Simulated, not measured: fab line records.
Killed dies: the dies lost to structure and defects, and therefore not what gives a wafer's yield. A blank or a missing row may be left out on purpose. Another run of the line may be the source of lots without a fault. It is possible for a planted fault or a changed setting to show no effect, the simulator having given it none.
fab line records	flow n5_finfet
record: lots: 8	wafers: 23	last_day: 17
route steps=1938 shown BEOL_M4@1111 BEOL_M5@1116 BEOL_M15@1823 MIM_TOP@1836 PASSIVATION@1936
lots that met no fault: from a run of the same line without faults
start_h: the number of hours between the record's first day and the start of the first shown wafer of the lot	wait_h: how many hours have passed since the lot's step before this one	" unchanged from the row above	L1.1+2: a row that stands for several wafers	- either no value or no given start	* or withheld: withheld	< > ~ a bound
route shown NAME@n: a module of which the file shows steps, and the number in the route of the first	usual: the fault-free wafers' mean and standard deviation	same: alike in all rows	chamber/n: place in a boat	sites: readings site by site	_std_site: how widely they spread, as a standard deviation	_edge_site: the outer-site mean with the inner-site mean subtracted	radius_mm: how far each site lies from the wafer's centre	mask NAME#n: copy n	behind: the tool/chamber that last shaped the wafer	hold: what put the lot on hold/how long, in hours/how the hold closed	device: whichever transistor did not switch (one of n, p or np)	end of line: tests run on the same wafers once the route is complete	for a step that has no rows: nothing shown but its recipe	killed: dies that structure and defects cost at the first sort, which is not the same as the wafer's yield	map: per-die view of a wafer (x killed, . not killed, _ where there is no die)
set.NAME: setting as actually run; set.NAME@STEP: the setting as run at that earlier step	model.NAME: the simulator's own value behind a step, which no gauge read
steps of the route over a sample of lots; a table a step, a row a wafer
services: a tool's chamber out of use, with start hour (start_h, from the record's first day; less than 0 if before it), hours out, and reason
== steps ==
step: N5_BEOL_M4_RC_MEAS_101
usual: DIBL_N: 36.3/1.4	DIBL_P: 36.2/1.5	IOFF_N: 0.160/0.021	IOFF_P: 0.211/0.027	ION_N: 676/7.7	ION_P: 463/5.5	SS_N: 71.4/0.57	SS_P: 73.3/0.58	VT_N: 249.3/2.5	VT_P: -250.1/2.6
lot.wafer	tool	chamber	start_h	wait_h	DIBL_N[mV/V]	DIBL_P[mV/V]	IOFF_N[nA/um]	IOFF_P[nA/um]	ION_N[uA/um]	ION_P[uA/um]	SS_N[mV/dec]	SS_P[mV/dec]	VT_N[mV]	VT_P[mV]
L227.1	prober-01	0	181.54	0.0	38.2	38.3	0.174	0.251	683	471	72.4	73.7	248.6	-245.4
L227.4	"	0	"	"	37.7	36.9	0.154	0.215	675	464	72.0	73.3	250.5	-246.7
L227.5	"	0	"	"	39.7	38.2	0.195	0.248	675	465	72.0	73.9	248.5	-249.7
L229.2	prober-02	0	183.71	0.2	37.4	37.7	0.176	0.234	681	472	71.2	74.2	245.6	-246.2
L229.3	"	0	"	"	37.2	36.4	0.156	0.216	669	460	71.7	74.4	251.1	-246.7
L229.4	"	0	"	"	37.6	37.6	0.172	0.230	673	465	71.4	73.6	246.3	-246.6
L231.1	prober-02	0	192.73	0.0	34.6	34.4	0.129	0.152	674	452	71.2	73.3	254.6	-257.9
L231.4	"	0	"	"	36.3	36.7	0.158	0.173	669	454	71.3	74.3	249.1	-257.4
L231.6	"	0	"	"	37.5	37.7	0.168	0.185	671	449	72.1	74.0	251.6	-253.5
L232.3	prober-01	0	205.08	0.3	38.6	37.1	0.156	0.234	668	467	71.9	73.6	252.9	-250.9
L232.4	"	0	"	"	38.2	37.4	0.152	0.229	673	469	71.0	73.6	249.7	-249.4
L232.5	"	0	"	"	37.8	35.5	0.137	0.201	674	461	71.8	73.1	253.1	-250.7
L233.3	prober-01	0	214.55	0.3	37.1	35.6	0.154	0.203	673	460	71.1	73.5	250.1	-250.2
L233.5	"	0	"	"	35.9	34.0	0.139	0.198	677	469	70.9	72.5	249.1	-248.9
L233.6	"	0	"	"	36.6	34.4	0.144	0.193	665	468	70.8	72.9	248.3	-249.8
L238.1	prober-02	0	246.32	0.0	36.0	36.1	0.147	0.180	659	455	72.1	73.0	251.5	-253.5
L238.5	"	0	"	"	37.8	38.2	0.174	0.200	682	460	71.9	74.3	248.3	-251.7
L238.6	"	0	"	"	36.2	35.8	0.149	0.172	663	446	71.4	72.8	252.0	-255.1
L241.3	prober-02	0	261.09	0.3	39.0	37.5	0.184	0.272	672	468	72.5	73.5	247.7	-243.9
L241.4	"	0	"	"	38.3	38.1	0.192	0.283	686	475	72.5	73.9	246.7	-245.0
L249.3	prober-01	0	313.48	0.3	36.2	36.6	0.155	0.221	673	465	71.6	74.1	250.7	-249.9
L249.4	"	0	"	"	35.2	34.4	0.125	0.181	660	451	70.8	73.0	253.3	-250.6
L249.6	"	0	"	"	37.5	37.0	0.157	0.228	673	460	71.8	74.3	250.6	-249.8
step: N5_BEOL_M5_HM_DEP_02
recipe: material: TiN	target_thk_a: 200	temp_c: 25	chamber_pressure_pa: 0.49996
usual: chamber_pressure_pa: 0.5001/0.0011	throttle_valve_pct: 30.3/0.93
lot.wafer	tool	chamber	start_h	wait_h	chamber_pressure_pa	throttle_valve_pct
L227.1	pvd_sputter-02	-	183.19	0.0	0.5010	29.8
L227.4	"	-	"	"	0.5005	29.3
L227.5	"	-	"	"	0.5005	29.4
L229.2	pvd_sputter-02	-	185.33	0.2	0.5020	30.1
L229.3	"	-	"	"	0.4991	29.7
L229.4	"	-	"	"	0.4995	31.5
L231.1	pvd_sputter-02	-	194.36	0.0	0.4980	31.5
L231.4	"	-	"	"	0.4993	30.2
L231.6	"	-	"	"	0.4987	31.5
L232.3	pvd_sputter-02	-	208.21	1.8	0.4987	29.8
L232.4	"	-	"	"	0.4994	31.2
L232.5	"	-	"	"	0.5000	31.1
L233.3	pvd_sputter-01	-	217.44	1.6	0.5005	28.9
L233.5	"	-	"	"	0.4997	31.6
L233.6	"	-	"	"	0.5007	30.9
L238.1	pvd_sputter-02	-	248.56	0.6	0.4987	31.0
L238.5	"	-	"	"	0.4987	31.4
L238.6	"	-	"	"	0.5002	29.6
L241.3	pvd_sputter-02	-	264.41	2.0	0.4997	31.2
L241.4	"	-	"	"	0.5004	30.3
L249.3	pvd_sputter-03	-	317.48	2.7	0.4994	28.7
L249.4	"	-	"	"	0.4994	31.2
L249.6	"	-	"	"	0.5007	30.4
step: N5_BEOL_M15_ANNEAL_48
recipe: temp_c: 225	time_s: 90	ambient: N2
usual: wafer_temp_C_max: 226.2/0.54
same: time_s: 90
lot.wafer	tool	chamber	start_h	wait_h	wafer_temp_C_max
L227.1	rtp_anneal-01	0	267.79	0.2	225.5
L227.4	"	0	"	"	225.5
L227.5	"	0	"	"	225.4
L229.2	rtp_anneal-01	0	268.93	0.2	225.5
L229.3	"	0	"	"	225.6
L229.4	"	0	"	"	225.8
L231.1	rtp_anneal-01	0	271.99	0.2	225.2
L231.4	"	0	"	"	225.6
L231.6	"	0	"	"	225.4
L232.3	rtp_anneal-02	0	289.52	0.2	226.7
L232.4	"	0	"	"	226.6
L232.5	"	0	"	"	225.9
L233.3	rtp_anneal-02	0	301.26	0.2	225.9
L233.5	"	0	"	"	226.6
L233.6	"	0	"	"	226.5
L238.1	rtp_anneal-02	0	326.25	0.2	226.1
L238.5	"	0	"	"	227.5
L238.6	"	0	"	"	226.5
L241.3	rtp_anneal-01	0	351.54	1.4	226.0
L241.4	"	0	"	"	225.5
L249.3	rtp_anneal-01	0	399.85	0.2	225.6
L249.4	"	0	"	"	225.6
L249.6	"	0	"	"	225.5
step: N5_BEOL_M15_RC_MEAS_101
usual: COMB_M10: 1.4e-11/3.2e-12	COMB_M11: 1.4e-11/3.1e-12	COMB_M11_max_site: 2e-11/5.3e-12	COMB_M12: 6.3e-12/1.4e-12	COMB_M13: 4.3e-12/9.4e-13	COMB_M14: 3.3e-12/8.2e-13	COMB_M15: 2.3e-12/5.4e-13	COMB_M5: 3.6e-11/6.7e-12	COMB_M6: 2.4e-11/5e-12	COMB_M7: 2.5e-11/4.8e-12	COMB_M7_max_site: 3.6e-11/8.2e-12	COMB_M8: 2.5e-11/5.2e-12	COMB_M9: 1.4e-11/3.1e-12	SERP_M10: 3.08/0.059	SERP_M11: 3.04/0.058	SERP_M12: 0.632/0.011	SERP_M13: 0.309/0.0048	SERP_M14: 0.1610/0.0025	SERP_M14_max_site: 0.1627/0.0026	SERP_M5: 38.3/1.3	SERP_M5_max_site: 39.7/1.6	SERP_M6: 13.8/0.44	SERP_M7: 13.9/0.4	SERP_M8: 14.0/0.42	SERP_M9: 3.06/0.068
lot.wafer	tool	chamber	start_h	wait_h	COMB_M10[S/m]	COMB_M11[S/m]	COMB_M11_max_site[S/m]	COMB_M12[S/m]	COMB_M13[S/m]	COMB_M14[S/m]	COMB_M15[S/m]	COMB_M5[S/m]	COMB_M6[S/m]	COMB_M7[S/m]	COMB_M7_max_site[S/m]	COMB_M8[S/m]	COMB_M9[S/m]	SERP_M10[ohm/um]	SERP_M11[ohm/um]	SERP_M12[ohm/um]	SERP_M13[ohm/um]	SERP_M14[ohm/um]	SERP_M14_max_site[ohm/um]	SERP_M5[ohm/um]	SERP_M5_max_site[ohm/um]	SERP_M6[ohm/um]	SERP_M7[ohm/um]	SERP_M8[ohm/um]	SERP_M9[ohm/um]
L227.1	prober-01	0	268.65	0.0	1.7e-11	1.5e-11	2.6e-11	5.8e-12	3.5e-12	4.2e-12	2.1e-12	3.7e-11	3.4e-11	2.4e-11	3.1e-11	3.9e-11	1.7e-11	3.14	3.03	0.629	0.303	0.1620	0.1638	39.5	40.6	13.1	13.8	13.8	3.10
L227.4	"	0	"	"	2.2e-11	1.6e-11	2.4e-11	6.9e-12	4.4e-12	3.5e-12	3.1e-12	3.6e-11	2.8e-11	3.5e-11	4.5e-11	2.7e-11	1.8e-11	3.13	3.01	0.625	0.305	0.1635	0.1646	38.3	40.1	13.7	14.1	13.7	3.06
L227.5	"	0	"	"	1.8e-11	1.8e-11	2.1e-11	8.5e-12	3.6e-12	3.7e-12	2.2e-12	3.5e-11	2.7e-11	3.3e-11	4.6e-11	2.2e-11	1.3e-11	3.13	3.05	0.629	0.303	0.1619	0.1638	38.9	41.1	13.7	14.0	14.1	3.02
L229.2	prober-02	0	269.82	0.2	1.8e-11	1.7e-11	3.6e-11	4.9e-12	2.7e-12	3.4e-12	2.3e-12	3.8e-11	3e-11	2.6e-11	3.2e-11	1.6e-11	1.2e-11	3.07	2.96	0.624	0.317	0.1549	0.1568	38.1	39.8	13.8	13.9	14.2	3.01
L229.3	"	0	"	"	9e-12	1.1e-11	1.6e-11	4.1e-12	4.9e-12	3.4e-12	2.3e-12	3.4e-11	2.3e-11	1.9e-11	2.5e-11	3e-11	1.2e-11	3.03	3.07	0.617	0.317	0.1585	0.1601	39.3	41.0	13.8	14.6	13.9	3.10
L229.4	"	0	"	"	1.4e-11	1.4e-11	2.1e-11	3.8e-12	3.8e-12	3.7e-12	2.6e-12	3.1e-11	3.1e-11	2.3e-11	3.1e-11	2.5e-11	1.1e-11	3.15	3.07	0.624	0.311	0.1608	0.1621	37.6	38.4	13.4	14.7	14.9	3.11
L231.1	prober-02	0	272.76	0.0	9e-12	1.2e-11	1.8e-11	5e-12	4.1e-12	3.2e-12	2.1e-12	3e-11	2.1e-11	2.8e-11	3.5e-11	2.6e-11	1.9e-11	3.01	3.01	0.649	0.318	0.1600	0.1618	39.5	41.4	14.0	14.1	14.6	3.04
L231.4	"	0	"	"	1.2e-11	1.3e-11	2.3e-11	7.4e-12	6.4e-12	2.9e-12	1.5e-12	2.8e-11	2.7e-11	2e-11	3.6e-11	3.4e-11	1.3e-11	3.10	3.07	0.615	0.306	0.1637	0.1656	41.1	43.3	13.8	13.4	14.9	3.06
L231.6	"	0	"	"	9e-12	1.2e-11	2e-11	8.4e-12	3.6e-12	2.9e-12	1.9e-12	2.4e-11	2.2e-11	3.2e-11	4.5e-11	2.9e-11	1.2e-11	3.08	2.99	0.627	0.318	0.1593	0.1607	40.4	42.2	13.4	13.7	14.1	3.01
L232.3	prober-02	0	290.51	0.3	1.2e-11	1.7e-11	3e-11	6.4e-12	2.7e-12	2.9e-12	1.8e-12	3.6e-11	3e-11	2.6e-11	3.6e-11	2.2e-11	1.1e-11	3.03	3.07	0.623	0.316	0.1614	0.1631	38.4	39.1	13.7	14.4	14.5	3.00
L232.4	"	0	"	"	1.1e-11	1.2e-11	1.7e-11	5e-12	5.4e-12	3.1e-12	3.4e-12	3e-11	1.8e-11	2.9e-11	4.8e-11	2.9e-11	1.6e-11	3.16	3.01	0.636	0.311	0.1611	0.1629	39.4	40.0	13.8	13.8	14.2	3.09
L232.5	"	0	"	"	1e-11	1.6e-11	1.9e-11	5.5e-12	4.2e-12	2.7e-12	1.6e-12	4.3e-11	2.3e-11	2.7e-11	3.6e-11	2.7e-11	1.1e-11	3.11	3.05	0.636	0.317	0.1603	0.1630	38.8	40.5	14.0	14.1	14.7	2.99
L233.3	prober-02	0	302.25	0.3	1e-11	1.4e-11	1.9e-11	6.8e-12	2.6e-12	2.3e-12	3.1e-12	3.4e-11	2.2e-11	2.5e-11	3.4e-11	1.9e-11	8e-12	3.13	2.94	0.636	0.316	0.1616	0.1636	37.8	38.5	13.7	14.2	13.7	3.12
L233.5	"	0	"	"	1.1e-11	1.4e-11	1.9e-11	5.6e-12	3.9e-12	2.2e-12	3.3e-12	3.3e-11	2.5e-11	2.8e-11	3.5e-11	2.4e-11	9e-12	2.99	3.00	0.640	0.312	0.1602	0.1626	37.3	38.5	13.8	13.6	14.1	3.04
L233.6	"	0	"	"	1.5e-11	1.6e-11	2.2e-11	6.9e-12	4.9e-12	2.6e-12	1.7e-12	4.2e-11	1.5e-11	2.2e-11	2.7e-11	1.6e-11	9e-12	3.18	3.05	0.630	0.313	0.1585	0.1600	35.4	36.1	13.7	13.7	14.3	3.07
L238.1	prober-02	0	327.24	0.0	1.3e-11	1.2e-11	2e-11	4.3e-12	5.6e-12	3.1e-12	3.8e-12	4.4e-11	2.2e-11	2.3e-11	3.2e-11	2.8e-11	1.5e-11	3.02	3.05	0.620	0.314	0.1612	0.1619	37.9	38.6	13.1	13.6	14.4	3.01
L238.5	"	0	"	"	1.7e-11	1.3e-11	2.1e-11	6.8e-12	4e-12	2.1e-12	2.7e-12	4.5e-11	2.9e-11	3.4e-11	5e-11	2.8e-11	1e-11	3.08	3.12	0.626	0.307	0.1608	0.1616	37.7	40.3	14.1	13.7	14.8	3.12
L238.6	"	0	"	"	1.2e-11	1.6e-11	2e-11	4.9e-12	4.5e-12	3.8e-12	3.3e-12	3.5e-11	2.5e-11	2.3e-11	5e-11	3.3e-11	1.3e-11	3.10	3.06	0.608	0.306	0.1569	0.1582	37.8	39.1	13.8	13.9	14.9	3.12
L241.3	prober-02	0	352.53	0.3	1.3e-11	1.1e-11	1.6e-11	5.3e-12	3.9e-12	2e-12	1.4e-12	4.4e-11	1.8e-11	2.8e-11	3.7e-11	1.9e-11	9e-12	2.96	2.99	0.621	0.303	0.1600	0.1628	38.8	~1e+05	13.3	13.7	14.1	3.00
L241.4	"	0	"	"	1.1e-11	1.2e-11	1.5e-11	6.6e-12	3.6e-12	2e-12	1.7e-12	2.7e-11	1.9e-11	2.4e-11	4.5e-11	2.3e-11	1.1e-11	2.99	3.05	0.627	0.309	0.1647	0.1670	37.6	38.8	14.4	14.0	14.0	3.06
L249.3	prober-02	0	401.05	0.5	1.4e-11	1.3e-11	2.1e-11	4.7e-12	3.5e-12	3.2e-12	2.1e-12	5.3e-11	2e-11	3.1e-11	4.2e-11	2.6e-11	1.4e-11	3.11	2.96	0.632	0.309	0.1621	0.1640	36.7	37.0	13.5	13.4	13.8	3.01
L249.4	"	0	"	"	1.8e-11	1.5e-11	1.9e-11	5e-12	3.9e-12	4.9e-12	2.5e-12	4.6e-11	2.7e-11	2.2e-11	3e-11	3.1e-11	1.6e-11	3.10	3.02	0.622	0.307	0.1601	0.1621	37.9	40.0	14.0	13.7	13.3	3.11
L249.6	"	0	"	"	1.6e-11	1.6e-11	2.2e-11	5.9e-12	4.2e-12	4.7e-12	2.2e-12	3.5e-11	2.1e-11	2.1e-11	3.5e-11	2.6e-11	1.6e-11	3.11	3.02	0.628	0.302	0.1587	0.1602	38.0	39.8	14.1	12.8	14.7	3.13
step: N5_MIM_TOP_ALD_02
recipe: material: Al2O3	target_thk_a: *	temp_c: withheld	ald_precursor_family: TMA	ald_co_reactant: O3	pulse_time_s: withheld	purge_time_s: 3	co_reactant_purge_time_s: withheld	co_reactant_pulse_time_s: 3	ald_cycles: withheld
usual: precursor_pulse_height_rel: 1.001/0.021
lot.wafer	tool	chamber	start_h	wait_h	precursor_pulse_height_rel
L227.1	ald_hk-01	3	-	-	1.003
L227.4	"	0	"	"	1.015
L227.5	"	3	"	"	0.999
L229.2	ald_hk-03	0	-	-	1.022
L229.3	"	1	"	"	0.973
L229.4	"	3	"	"	1.043
L231.1	ald_hk-03	2	-	-	0.997
L231.4	"	3	"	"	0.997
L231.6	"	0	"	"	0.953
L232.3	ald_hk-02	2	-	-	1.013
L232.4	"	0	"	"	0.981
L232.5	"	3	"	"	1.023
L233.3	ald_hk-02	3	-	-	0.989
L233.5	"	0	"	"	1.050
L233.6	"	3	"	"	1.024
L238.1	ald_hk-01	3	-	-	1.029
L238.5	"	3	"	"	0.993
L238.6	"	2	"	"	0.992
L241.3	ald_hk-02	0	-	-	1.034
L241.4	"	2	"	"	1.012
L249.3	ald_hk-02	2	-	-	1.011
L249.4	"	0	"	"	0.997
L249.6	"	2	"	"	1.012
step: N5_MIM_TOP_SPUTTER_03
recipe: material: TiN	target_thk_a: 350	temp_c: 200	power_w: 3000	chamber_pressure_pa: 0.49996	gas: Ar	reactive_partial_pa: 0.37997	time_s: 89.7
usual: chamber_pressure_pa: 0.4999/0.001	throttle_valve_pct: 30.2/0.86
same: time_s: 89.7
lot.wafer	tool	chamber	start_h	wait_h	chamber_pressure_pa	throttle_valve_pct
L227.1	pvd_sputter-03	-	274.13	0.0	0.4996	30.4
L227.4	"	-	"	"	0.4983	31.0
L227.5	"	-	"	"	0.4993	31.0
L229.2	pvd_sputter-03	-	274.35	0.0	0.4996	28.4
L229.3	"	-	"	"	0.5016	30.6
L229.4	"	-	"	"	0.5016	31.1
L231.1	pvd_sputter-02	-	276.50	0.0	0.4990	30.0
L231.4	"	-	"	"	0.4998	29.4
L231.6	"	-	"	"	0.4991	30.1
L232.3	pvd_sputter-03	-	293.81	0.0	0.4957	31.0
L232.4	"	-	"	"	0.5011	28.4
L232.5	"	-	"	"	0.5005	28.4
L233.3	pvd_sputter-01	-	304.54	0.0	0.4988	31.6
L233.5	"	-	"	"	0.4994	31.0
L233.6	"	-	"	"	0.4995	31.5
L238.1	pvd_sputter-02	-	331.85	0.0	0.5000	31.1
L238.5	"	-	"	"	0.5001	31.1
L238.6	"	-	"	"	0.5017	29.7
L241.3	pvd_sputter-02	-	355.33	0.0	0.5006	29.6
L241.4	"	-	"	"	0.5005	30.4
L249.3	pvd_sputter-03	-	405.41	0.0	0.4978	30.3
L249.4	"	-	"	"	0.5008	28.5
L249.6	"	-	"	"	0.4998	28.2
step: N5_PASSIVATION_PROBE_49
usual: defect_limited_yield: 91.3/1.4	killed_at_M0_to_M3: 34/10	killed_at_M4_up: 13/4.8	killed_at_contacts: 12/6.1	killed_at_front_end: 40/11	killed_at_other: 3.7/2.8	killed_dies: 103/16	killed_on_rim: 13/3.6	killed_open: 67/12	killed_short: 34/7.4	sort_bin_5_function: 5.1/0.95	sort_bin_6_memory: 3.2/0.62	sort_n_pass: 1077/16	sort_yield_pct: 91.3/1.4
same: gross_dies: 1180	killed_at_back_side: 0	sort_bin_4_leakage[%]: 0	sort_bin_8_speed[%]: 0
lot.wafer	tool	chamber	start_h	wait_h	defect_limited_yield[%]	killed_at_M0_to_M3	killed_at_M4_up	killed_at_contacts	killed_at_front_end	killed_at_other	killed_dies	killed_on_rim	killed_open	killed_short	sort_bin_5_function[%]	sort_bin_6_memory[%]	sort_n_pass	sort_yield_pct[%]
L241.3	prober-01	-	368.72	0.1	89.1	17	67	4	37	4	129	34	53	16	8.1	2.6	1051	89.1
L241.4	prober-01	-	368.77	0.2	93.5	24	8	9	26	10	77	10	51	26	4.0	2.4	1103	93.5
killed by level:class
L241.3 BEOL_M5:area_open=58 FIN_SAQP:geometric_particle:open=11 STI_FIN_REVEAL:geometric_particle:open=6 DUMMY_GATE:geometric_particle:open=6 BEOL_M2:geometric_particle:open=5 MOL_CONTACT_COAG:geometric_particle:open=4 BEOL_M0_SAQP:geometric_particle:short=3 BEOL_M8:geometric_particle:open=3
L241.4 FIN_SAQP:geometric_particle:open=15 MOL_CONTACT_COAG:geometric_particle:open=5 BEOL_M1:geometric_particle:short=5 BEOL_M2:geometric_particle:open=5 BEOL_M4:geometric_particle:open=5 MOL_CONTACT_COAG:geometric_particle:short=4 BEOL_M0:geometric_particle:short=3 STI_FIN_REVEAL:geometric_particle:short=3
== services ==
tool	chamber	start_h	hours	kind
pvd_sputter-03	-	169.70	3.3	repair
ald_hk-01	-	193.06	2.6	repair
pvd_sputter-01	-	300.26	1.2	repair
ald_hk-03	-	319.58	14.6	pm
ald_hk-02	-	326.15	14.6	pm
pvd_sputter-01	-	330.77	4.0	repair
rtp_anneal-02	-	349.48	4.0	pm
pvd_sputter-02	-	390.31	1.5	repair
ald_hk-02	-	395.15	8.7	pm
pvd_sputter-01	-	398.06	0.6	repair
== key ==
first_sign: step: N5_BEOL_M15_RC_MEAS_101	reading: SERP_M5_max_site	direction: up	sigmas: 99+	usual: 39.7	struck: ~1e+05
effect: step: N5_PASSIVATION_PROBE_49	reading: killed_at_M4_up	direction: up	sigmas: 11	usual: 13	struck: 67
more_kills_born_at: N5_BEOL_M5_HM_OPEN_17@rie_metal-01: 58
met_at N5_BEOL_M5_HM_DEP_02
struck_lots L241
struck_wafers L241.3
not_acting_at N5_BEOL_M15_ANNEAL_48,N5_MIM_TOP_ALD_02,N5_MIM_TOP_SPUTTER_03
onset_between 248.56 264.41
fault: kind: process_parameter_drift	tool: pvd_sputter-02	chamber: -	onset_h: 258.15	steps: N5_BEOL_M5_HM_DEP_02	channel: target_thk_a	offset: *	shape: step	end_h: 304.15	scope: struck_wafers_only	acts_in: *	stated: *
